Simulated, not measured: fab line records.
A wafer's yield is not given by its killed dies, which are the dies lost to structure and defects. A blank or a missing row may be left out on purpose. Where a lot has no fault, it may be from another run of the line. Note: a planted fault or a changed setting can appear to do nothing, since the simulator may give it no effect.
Lot-split experiment | flow n5_finfet | route with 1938 steps; 7 lots, 21 wafers read

## ABOUT THE SPLIT
At N5_HKMG_FIN_COAT_06 (resist thk 90 nm), the setting spin_rpm was moved away from the recipe's 1500 rpm on 6 of the 21 wafers read, by -7.8% to +8.7%. For the rest of the wafers, this setting stayed at what the recipe calls for.

The reading is taken at the split's own step.

## THE READING
CAR-ArF_of_HKMG_FIN_COAT_06.thk_nm (the simulator's own value, which no gauge read), in nm, at N5_HKMG_FIN_COAT_06 (resist thk 90 nm). There is no usual value for it anywhere in the file. Average 90.0 nm, standard deviation 0.24 nm, over the 15 wafers here run with the recipe.

wafer  | tool, chamber at the split | spin_rpm as run, rpm | against the recipe | CAR-ArF_of_HKMG_FIN_COAT_06.thk_nm, nm | against lot-mates on the recipe
L074.3 | litho_track-05, 0          | 1500                 | recipe             | 89.6                                   | -
L074.4 | litho_track-05, 0          | 1630                 | +8.7%              | 86.2                                   | -3.6
L074.6 | litho_track-05, 0          | 1500                 | recipe             | 90                                     | -
L076.1 | litho_track-04, 0          | 1500                 | recipe             | 90.2                                   | -
L076.2 | litho_track-04, 0          | 1500                 | recipe             | 90.2                                   | -
L076.6 | litho_track-04, 0          | 1500                 | recipe             | 90.4                                   | -
L078.1 | litho_track-03, 0          | 1500                 | recipe             | 90.2                                   | -
L078.3 | litho_track-03, 0          | 1500                 | recipe             | 90.2                                   | -
L078.5 | litho_track-03, 0          | 1500                 | recipe             | 90.2                                   | -
L086.3 | litho_track-05, 0          | 1500                 | recipe             | 89.8                                   | -
L086.4 | litho_track-05, 0          | 1500                 | recipe             | 89.8                                   | -
L086.5 | litho_track-05, 0          | 1500                 | recipe             | 89.8                                   | -
L093.4 | litho_track-03, 0          | 1383                 | -7.8%              | 93.4                                   | +3.4
L093.5 | litho_track-03, 0          | 1383                 | -7.8%              | 93.4                                   | +3.4
L093.6 | litho_track-03, 0          | 1500                 | recipe             | 90                                     | -
L095.4 | litho_track-04, 0          | 1384                 | -7.7%              | 93.8                                   | +3.4
L095.6 | litho_track-04, 0          | 1384                 | -7.7%              | 93.8                                   | +3.4
L095.5 | litho_track-04, 0          | 1500                 | recipe             | 90.4                                   | -
L097.1 | litho_track-05, 0          | 1500                 | recipe             | 89.8                                   | -
L097.6 | litho_track-05, 0          | 1500                 | recipe             | 89.8                                   | -
L097.3 | litho_track-05, 0          | 1554                 | +3.6%              | 88.4                                   | -1.4

THE FIT
A straight line over all 21 wafers: CAR-ArF_of_HKMG_FIN_COAT_06.thk_nm changes by -0.455 nm for each +1% of spin_rpm; r = -0.99; the points scatter about the line by 0.24 nm.
The same after taking each lot's own level away (the mean of its wafers on the recipe; 21 wafers): -0.429 nm for each +1%; r = -1.00; scatter 0.088 nm.
That fit puts the effect of the largest move of spin_rpm on the reading at 3.7 nm.
The span of the lots' own levels, 89.80 to 90.40 nm, comes to 2.5 times the standard deviation stated above.
The two slopes are in agreement: the lot-to-lot level therefore moves the slope only a little.
Check: -3.74 nm against its lot-mates is what the line predicts for one of the wafers moved furthest among these (+8.7%) when that wafer is left out of the fit. Against them it came out at -3.6 nm.

## OTHER SPLITS ON THESE WAFERS
Other splits were also applied to these wafers ahead of the reading. Each is held against what the fit with the lots' levels taken away leaves over:
other split on the same wafers | wafers away from the commonest value | r with CAR-ArF_of_HKMG_FIN_COAT_06.thk_nm (lot level and that fit taken away)
N5_SDB_COAT_03 spin_rpm        | 8                                    | +0.04
N5_SDB_COAT_05 spin_rpm        | 5                                    | -0.23

## FILE'S OWN FIT
CAR-ArF_of_HKMG_FIN_COAT_06.thk_nm changes by -0.427 nm for each +1% of spin_rpm, r = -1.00.
